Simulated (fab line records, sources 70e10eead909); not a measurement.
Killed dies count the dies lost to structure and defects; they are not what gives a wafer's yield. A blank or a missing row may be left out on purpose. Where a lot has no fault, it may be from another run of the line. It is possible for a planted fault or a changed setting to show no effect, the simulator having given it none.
fab line records + flow nand_harc
record:
- lots: 7
- wafers: 21
- last_day: 29
route steps=1302 shown A_ONON_D1@438 A_CHANNEL_HOLE_D1@450
lots that met no fault: taken from a fault-free run of the same line
start_h: hours from the record's first day to the start of the lot's first wafer shown + wait_h: time in hours since the lot's previous step + " repeats the value in the row above + L1.1+2: several wafers, shown together as one row + - no value, or no start was given + * or withheld: withheld + < > ~ a bound
route shown NAME@n: names a module that has steps shown in the file, with the first one's number in the route + usual: mean and standard deviation over wafers with no fault + same: alike in all rows + chamber/n: place in a boat + sites: each site's reading + _std_site: standard deviation of those values + _edge_site: the outer-site mean with the inner-site mean subtracted + radius_mm: for every site, how far away it sits from the centre of the wafer + mask NAME#n: copy n + behind: the most recent tool/chamber to have shaped the wafer + hold: why the lot went on hold/how many hours it stayed there/how the hold came to an end + device: the n, p or np transistor that did not switch + end of line: the tests these same wafers got at the end of their route + step lacking rows: just its recipe + killed: dies lost to structure and defects at the first sort, not the wafer's yield + map: shows each die of a wafer: x if killed, . if not, _ if none is there
set.NAME: setting as actually run; set.NAME@STEP: the setting as run at that earlier step + model.NAME: the simulator's own value behind a step, which no gauge read
a table for each step, a row for each wafer; lots at some steps of the route
services: a tool's chamber out of use, with start hour (start_h, from the record's first day; less than 0 if before it), hours out, and reason
== steps ==
step: NHARC_A_ONON_D1_DEP_19
recipe:
- target_thk_a: 10000
- n2_flow_sccm: 2750
- n2o_flow_sccm: 2000
- nh3_flow_sccm: 500
- sih4_flow_sccm: 210
- temp_c: 400
step: NHARC_A_ONON_D1_THK_MEAS_21
recipe:
- thk_meas_gauge: ellipsometry
usual:
- thk_nm: 1002/9.7
| lot.wafer | tool          | chamber | start_h | wait_h | thk_nm |
|-----------|---------------|---------|---------|--------|--------|
| L180.1    | film_metro-01 | -       | 178.23  | -      | 998    |
| L180.4    | "             | -       | "       | "      | 997    |
| L180.5    | "             | -       | "       | "      | 998    |
| L188.1    | film_metro-02 | -       | 257.47  | -      | 1007   |
| L188.3    | "             | -       | "       | "      | 1007   |
| L188.5    | "             | -       | "       | "      | 1008   |
| L190.1    | film_metro-01 | -       | 271.09  | -      | 986    |
| L190.2    | "             | -       | "       | "      | 985    |
| L190.3    | "             | -       | "       | "      | 985    |
| L195.3    | film_metro-01 | -       | 321.10  | -      | 1013   |
| L195.4    | "             | -       | "       | "      | 1013   |
| L195.6    | "             | -       | "       | "      | 1012   |
| L196.1    | film_metro-02 | -       | 335.24  | -      | 1011   |
| L196.2    | "             | -       | "       | "      | 1009   |
| L196.5    | "             | -       | "       | "      | 1011   |
| L201.1    | film_metro-01 | -       | 388.41  | -      | 1019   |
| L201.3    | "             | -       | "       | "      | 1018   |
| L201.6    | "             | -       | "       | "      | 1021   |
| L202.1    | film_metro-02 | -       | 393.76  | -      | 997    |
| L202.5    | "             | -       | "       | "      | 998    |
| L202.6    | "             | -       | "       | "      | 994    |
step: NHARC_A_ONON_D1_DEP_22
recipe:
- target_thk_a: 10000
- n2_flow_sccm: 2750
- n2o_flow_sccm: 2000
- nh3_flow_sccm: 500
- sih4_flow_sccm: 210
- temp_c: 400
step: NHARC_A_ONON_D1_THK_MEAS_24
recipe:
- thk_meas_gauge: ellipsometry
usual:
- thk_nm: 999/11
| lot.wafer | tool          | chamber | start_h | wait_h | thk_nm |
|-----------|---------------|---------|---------|--------|--------|
| L180.1    | film_metro-02 | -       | 178.80  | -      | 1013   |
| L180.4    | "             | -       | "       | "      | 1012   |
| L180.5    | "             | -       | "       | "      | 1013   |
| L188.1    | film_metro-01 | -       | 258.04  | -      | 994    |
| L188.3    | "             | -       | "       | "      | 997    |
| L188.5    | "             | -       | "       | "      | 996    |
| L190.1    | film_metro-02 | -       | 271.65  | -      | 988    |
| L190.2    | "             | -       | "       | "      | 987    |
| L190.3    | "             | -       | "       | "      | 988    |
| L195.3    | film_metro-02 | -       | 321.67  | -      | 990    |
| L195.4    | "             | -       | "       | "      | 993    |
| L195.6    | "             | -       | "       | "      | 989    |
| L196.1    | film_metro-01 | -       | 335.81  | -      | 1014   |
| L196.2    | "             | -       | "       | "      | 1017   |
| L196.5    | "             | -       | "       | "      | 1015   |
| L201.1    | film_metro-02 | -       | 388.98  | -      | 993    |
| L201.3    | "             | -       | "       | "      | 994    |
| L201.6    | "             | -       | "       | "      | 995    |
| L202.1    | film_metro-02 | -       | 394.32  | -      | 1003   |
| L202.5    | "             | -       | "       | "      | 1002   |
| L202.6    | "             | -       | "       | "      | 1001   |
step: NHARC_A_ONON_D1_DEP_25
recipe:
- target_thk_a: 10000
- n2_flow_sccm: 2750
- n2o_flow_sccm: 2000
- nh3_flow_sccm: 500
- sih4_flow_sccm: 210
- temp_c: 400
step: NHARC_A_ONON_D1_THK_MEAS_27
recipe:
- thk_meas_gauge: ellipsometry
usual:
- thk_nm: 998/7.9
| lot.wafer | tool          | chamber | start_h | wait_h | thk_nm |
|-----------|---------------|---------|---------|--------|--------|
| L180.1    | film_metro-02 | -       | 179.36  | -      | 998    |
| L180.4    | "             | -       | "       | "      | 996    |
| L180.5    | "             | -       | "       | "      | 998    |
| L188.1    | film_metro-01 | -       | 258.60  | -      | 991    |
| L188.3    | "             | -       | "       | "      | 990    |
| L188.5    | "             | -       | "       | "      | 990    |
| L190.1    | film_metro-02 | -       | 272.21  | -      | 995    |
| L190.2    | "             | -       | "       | "      | 994    |
| L190.3    | "             | -       | "       | "      | 995    |
| L195.3    | film_metro-01 | -       | 322.24  | -      | 996    |
| L195.4    | "             | -       | "       | "      | 996    |
| L195.6    | "             | -       | "       | "      | 995    |
| L196.1    | film_metro-01 | -       | 336.38  | -      | 1000   |
| L196.2    | "             | -       | "       | "      | 1000   |
| L196.5    | "             | -       | "       | "      | 1001   |
| L201.1    | film_metro-01 | -       | 389.54  | -      | 998    |
| L201.3    | "             | -       | "       | "      | 997    |
| L201.6    | "             | -       | "       | "      | 1001   |
| L202.1    | film_metro-02 | -       | 394.89  | -      | 994    |
| L202.5    | "             | -       | "       | "      | 994    |
| L202.6    | "             | -       | "       | "      | 995    |
step: NHARC_A_ONON_D1_DEP_28
recipe:
- target_thk_a: 10000
- n2_flow_sccm: 2750
- n2o_flow_sccm: 2000
- nh3_flow_sccm: 500
- sih4_flow_sccm: 210
- temp_c: 400
step: NHARC_A_ONON_D1_THK_MEAS_30
recipe:
- thk_meas_gauge: ellipsometry
usual:
- thk_nm: 999/8.7
| lot.wafer | tool          | chamber | start_h | wait_h | thk_nm |
|-----------|---------------|---------|---------|--------|--------|
| L180.1    | film_metro-02 | -       | 179.92  | -      | 1001   |
| L180.4    | "             | -       | "       | "      | 999    |
| L180.5    | "             | -       | "       | "      | 1000   |
| L188.1    | film_metro-01 | -       | 259.16  | -      | 995    |
| L188.3    | "             | -       | "       | "      | 997    |
| L188.5    | "             | -       | "       | "      | 996    |
| L190.1    | film_metro-02 | -       | 272.98  | -      | 1002   |
| L190.2    | "             | -       | "       | "      | 998    |
| L190.3    | "             | -       | "       | "      | 1000   |
| L195.3    | film_metro-01 | -       | 322.93  | -      | 998    |
| L195.4    | "             | -       | "       | "      | 997    |
| L195.6    | "             | -       | "       | "      | 997    |
| L196.1    | film_metro-02 | -       | 336.94  | -      | 994    |
| L196.2    | "             | -       | "       | "      | 993    |
| L196.5    | "             | -       | "       | "      | 993    |
| L201.1    | film_metro-02 | -       | 390.13  | -      | 992    |
| L201.3    | "             | -       | "       | "      | 993    |
| L201.6    | "             | -       | "       | "      | 993    |
| L202.1    | film_metro-02 | -       | 395.45  | -      | 995    |
| L202.5    | "             | -       | "       | "      | 995    |
| L202.6    | "             | -       | "       | "      | 995    |
step: NHARC_A_ONON_D1_DEP_33
recipe:
- target_thk_a: 2000
- temp_c: 400
- pressure_torr: 6.5
- rf_w: 900
- teos_flow_sccm: 161.4
- flow_sccm: 2650
- target_thk_nm: 200
- gas: O2
- material: SiO2
usual:
- heater_power_w: 540/65
- throttle_valve_pct: 15.9/0.57
| lot.wafer | tool     | chamber | start_h | wait_h | heater_power_w | throttle_valve_pct |
|-----------|----------|---------|---------|--------|----------------|--------------------|
| L180.1    | pecvd-01 | 0       | 180.07  | 0.1    | 590            | 16.3               |
| L180.4    | "        | 1       | "       | "      | 454            | 16.6               |
| L180.5    | "        | 0       | "       | "      | 421            | 16.3               |
| L188.3    | pecvd-02 | 2       | 259.25  | 0.1    | 565            | 16.2               |
| L188.1    | "        | 1       | "       | "      | 517            | 14.6               |
| L188.5    | "        | 1       | "       | "      | 515            | 14.8               |
| L190.3    | pecvd-01 | 2       | 273.04  | 0.1    | 575            | 15.2               |
| L190.2    | "        | 0       | "       | "      | 501            | 16.0               |
| L190.1    | "        | 1       | "       | "      | 480            | 16.5               |
| L195.3    | pecvd-02 | 0       | 323.03  | 0.1    | 565            | 15.5               |
| L195.4    | "        | 0       | "       | "      | 567            | 15.8               |
| L195.6    | "        | 1       | "       | "      | 458            | 15.0               |
| L196.2    | pecvd-03 | 1       | 337.00  | 0.1    | 662            | 15.9               |
| L196.1    | "        | 0       | "       | "      | 562            | 17.1               |
| L196.5    | "        | 0       | "       | "      | 567            | 16.9               |
| L201.1    | pecvd-03 | 1       | 390.26  | 0.1    | 703            | 16.4               |
| L201.3    | "        | 2       | "       | "      | 666            | 16.1               |
| L201.6    | "        | 2       | "       | "      | 660            | 16.2               |
| L202.1    | pecvd-01 | 0       | 395.56  | 0.1    | 472            | 16.4               |
| L202.6    | "        | 2       | "       | "      | 554            | 15.2               |
| L202.5    | "        | 1       | "       | "      | 447            | 16.3               |
step: NHARC_A_ONON_D1_THK_MEAS_34
recipe:
- thk_meas_gauge: ellipsometry
usual:
- thk_nm: 199.7/2.5
| lot.wafer | tool          | chamber | start_h | wait_h | thk_nm |
|-----------|---------------|---------|---------|--------|--------|
| L180.1    | film_metro-02 | -       | 180.39  | -      | 198.5  |
| L180.4    | "             | -       | "       | "      | 201.0  |
| L180.5    | "             | -       | "       | "      | 200.4  |
| L188.1    | film_metro-02 | -       | 259.66  | -      | 197.5  |
| L188.3    | "             | -       | "       | "      | 194.1  |
| L188.5    | "             | -       | "       | "      | 202.0  |
| L190.1    | film_metro-02 | -       | 273.46  | -      | 197.6  |
| L190.2    | "             | -       | "       | "      | 201.9  |
| L190.3    | "             | -       | "       | "      | 199.7  |
| L195.3    | film_metro-02 | -       | 323.40  | -      | 201.5  |
| L195.4    | "             | -       | "       | "      | 202.3  |
| L195.6    | "             | -       | "       | "      | 200.1  |
| L196.1    | film_metro-01 | -       | 337.42  | -      | 194.7  |
| L196.2    | "             | -       | "       | "      | 195.1  |
| L196.5    | "             | -       | "       | "      | 199.7  |
| L201.1    | film_metro-02 | -       | 390.74  | 0.4    | 200.0  |
| L201.3    | "             | -       | "       | "      | 199.6  |
| L201.6    | "             | -       | "       | "      | 202.4  |
| L202.1    | film_metro-02 | -       | 395.92  | -      | 204.7  |
| L202.5    | "             | -       | "       | "      | 201.6  |
| L202.6    | "             | -       | "       | "      | 202.4  |
step: NHARC_A_ONON_D1_INSPECT_32
usual:
- raw_defect_count: 74/27
| lot.wafer | tool              | chamber | start_h | wait_h | raw_defect_count |
|-----------|-------------------|---------|---------|--------|------------------|
| L180.1    | defect_inspect-02 | -       | 180.48  | 0.0    | 78               |
| L180.4    | "                 | -       | "       | "      | 49               |
| L180.5    | "                 | -       | "       | "      | 38               |
| L188.1    | defect_inspect-02 | -       | 259.72  | 0.0    | 92               |
| L188.3    | "                 | -       | "       | "      | 37               |
| L188.5    | "                 | -       | "       | "      | 125              |
| L190.1    | defect_inspect-01 | -       | 273.54  | 0.0    | 89               |
| L190.2    | "                 | -       | "       | "      | 32               |
| L190.3    | "                 | -       | "       | "      | 105              |
| L195.3    | defect_inspect-02 | -       | 323.46  | 0.0    | 68               |
| L195.4    | "                 | -       | "       | "      | 80               |
| L195.6    | "                 | -       | "       | "      | 57               |
| L196.1    | defect_inspect-02 | -       | 337.48  | 0.0    | 81               |
| L196.2    | "                 | -       | "       | "      | 78               |
| L196.5    | "                 | -       | "       | "      | 95               |
| L201.1    | defect_inspect-02 | -       | 390.83  | 0.0    | 92               |
| L201.3    | "                 | -       | "       | "      | 82               |
| L201.6    | "                 | -       | "       | "      | 117              |
| L202.1    | defect_inspect-02 | -       | 396.01  | 0.0    | 73               |
| L202.5    | "                 | -       | "       | "      | 97               |
| L202.6    | "                 | -       | "       | "      | 71               |
step: NHARC_A_CHANNEL_HOLE_D1_DEP_00
recipe:
- target_thk_a: 31000
- temp_c: 400
- material: aC
usual:
- throttle_valve_pct: 35.001/0.0096
| lot.wafer | tool       | chamber | start_h | wait_h | throttle_valve_pct |
|-----------|------------|---------|---------|--------|--------------------|
| L180.1    | acl_dep-02 | 0       | 180.87  | 0.4    | 35.007             |
| L180.4    | "          | 0       | "       | "      | 35.009             |
| L180.5    | "          | 0       | "       | "      | 35.000             |
| L188.1    | acl_dep-02 | 0       | 260.43  | 0.7    | 35.007             |
| L188.3    | "          | 0       | "       | "      | 35.000             |
| L188.5    | "          | 0       | "       | "      | 34.990             |
| L190.1    | acl_dep-03 | 0       | 273.61  | 0.1    | 34.990             |
| L190.2    | "          | 0       | "       | "      | 34.984             |
| L190.3    | "          | 0       | "       | "      | 35.005             |
| L195.3    | acl_dep-01 | 0       | 324.17  | 0.7    | 35.002             |
| L195.4    | "          | 0       | "       | "      | 35.020             |
| L195.6    | "          | 0       | "       | "      | 35.008             |
| L196.1    | acl_dep-03 | 0       | 338.33  | 0.9    | 35.010             |
| L196.2    | "          | 0       | "       | "      | 35.009             |
| L196.5    | "          | 0       | "       | "      | 35.014             |
| L196.1    | acl_dep-03 | 0       | 340.42  | 1.8    | 34.995             |
| L196.2    | "          | 0       | "       | "      | 35.004             |
| L196.5    | "          | 0       | "       | "      | 34.993             |
| L201.1    | acl_dep-02 | 0       | 390.89  | 0.1    | 34.999             |
| L201.3    | "          | 0       | "       | "      | 34.995             |
| L201.6    | "          | 0       | "       | "      | 34.981             |
| L201.1    | acl_dep-02 | 0       | 393.00  | 1.8    | 34.987             |
| L201.3    | "          | 0       | "       | "      | 35.005             |
| L201.6    | "          | 0       | "       | "      | 34.993             |
| L202.1    | acl_dep-03 | 0       | 398.78  | 2.8    | 35.021             |
| L202.5    | "          | 0       | 400.05  | 4.0    | 35.003             |
| L202.6    | "          | 0       | "       | "      | 35.001             |
| L202.1    | acl_dep-01 | 0       | 401.44  | 2.3    | 34.987             |
| L202.5    | "          | 0       | 402.71  | 2.3    | 35.004             |
| L202.6    | "          | 0       | "       | "      | 34.991             |
step: NHARC_A_CHANNEL_HOLE_D1_DEP_01
recipe:
- target_thk_a: 1400
- target_thk_nm: 140
- temp_c: 400
- pressure_torr: 3.5
- flow_sccm: 200
- rf_w: 350
- material: SiON
usual:
- heater_power_w: 713/71
| lot.wafer | tool     | chamber | start_h | wait_h | heater_power_w |
|-----------|----------|---------|---------|--------|----------------|
| L180.1    | pecvd-01 | 0       | 182.83  | 1.6    | 742            |
| L180.4    | "        | 2       | "       | "      | 720            |
| L180.5    | "        | 0       | "       | "      | 742            |
| L188.1    | pecvd-01 | 2       | 262.32  | 1.6    | 674            |
| L188.3    | "        | 0       | "       | "      | 771            |
| L188.5    | "        | 2       | "       | "      | 682            |
| L190.1    | pecvd-02 | 2       | 275.56  | 1.6    | 793            |
| L190.3    | "        | 0       | "       | "      | 630            |
| L190.2    | "        | 1       | "       | "      | 610            |
| L195.3    | pecvd-01 | 2       | 325.47  | 1.0    | 781            |
| L195.4    | "        | 0       | "       | "      | 722            |
| L195.6    | "        | 1       | "       | "      | 690            |
| L196.1    | pecvd-04 | 0       | 342.29  | 1.6    | 757            |
| L196.2    | "        | 2       | "       | "      | 664            |
| L196.5    | "        | 2       | "       | "      | 682            |
| L201.3    | pecvd-02 | 0       | 395.13  | 1.2    | 780            |
| L201.1    | "        | 2       | "       | "      | 730            |
| L201.6    | "        | 1       | "       | "      | 593            |
| L202.1    | pecvd-01 | 1       | 403.56  | 1.8    | 647            |
| L202.5    | "        | 0       | "       | "      | 749            |
| L202.6    | "        | 1       | "       | "      | 662            |
== services ==
| tool       | chamber | start_h | hours | kind       |
|------------|---------|---------|-------|------------|
| pecvd-04   | 1       | 163.69  | 4.2   | repair     |
| acl_dep-02 | -       | 170.88  | 4.4   | repair     |
| pecvd-03   | -       | 173.08  | 2.4   | repair     |
| pecvd-03   | -       | 185.00  | 13.0  | pm         |
| acl_dep-01 | -       | 189.44  | 13.0  | pm         |
| pecvd-01   | 1       | 212.34  | 20.4  | repair     |
| pecvd-02   | -       | 227.29  | 13.0  | pm         |
| acl_dep-02 | -       | 243.27  | 13.0  | pm         |
| pecvd-02   | 0       | 263.83  | 6.9   | repair     |
| pecvd-04   | 1       | 271.63  | 17.4  | repair     |
| pecvd-02   | -       | 297.09  | 0.6   | repair     |
| acl_dep-03 | -       | 300.46  | 13.0  | pm         |
| pecvd-04   | -       | 308.92  | 13.0  | pm         |
| pecvd-01   | -       | 311.14  | 13.0  | pm         |
| pecvd-01   | 0       | 311.14  | 13.0  | vent_cycle |
| pecvd-01   | 1       | 311.14  | 13.0  | vent_cycle |
| pecvd-01   | 2       | 311.14  | 13.0  | vent_cycle |
| pecvd-01   | 0       | 324.14  | -     | clean      |
| pecvd-04   | 0       | 331.84  | 4.2   | repair     |
| pecvd-04   | 1       | 333.54  | 16.0  | repair     |
| pecvd-03   | -       | 366.00  | 13.0  | pm         |
| pecvd-01   | 1       | 368.43  | 6.6   | repair     |
| acl_dep-01 | -       | 370.44  | 13.0  | pm         |
| pecvd-03   | 0       | 386.65  | 4.0   | repair     |
== key ==
first_sign:
- step: NHARC_A_CHANNEL_HOLE_D1_DEP_00
- reading: visit
- direction: added
effect none on later readings
met_at NHARC_A_CHANNEL_HOLE_D1_DEP_00
struck_wafers L196.1,L196.2,L196.5,L201.1,L201.3,L201.6,L202.1,L202.5,L202.6
later_rows_left_out L196.1,L196.2,L196.5,L201.1,L201.3,L201.6,L202.1,L202.5,L202.6
sort_left_out L196.1,L196.2,L196.5,L201.1,L201.3,L201.6,L202.1,L202.5,L202.6
tester_left_out L196,L201,L202
fault:
- kind: repeated_step_whole
- tool: acl_dep-01,acl_dep-02,acl_dep-03
- chamber: -
- onset_h: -
- steps: NHARC_A_CHANNEL_HOLE_D1_DEP_00
- times: 1
- scope: struck_lots_only
tester_left_out: of these lots the tester's yield and bins aren't shown, on N5 and GAA mostly nor the transistor test; their killed dies are dies lost to structure and defects alone, not to doping, threshold or leakage, so they don't give the yield
sort_left_out: the simulated sort isn't trusted on such a fault, so these wafers' sort isn't shown, and their yield isn't known
later_rows_left_out: the simulator's readings of these wafers behind a module that went badly wrong aren't trusted and aren't shown, but for the sort
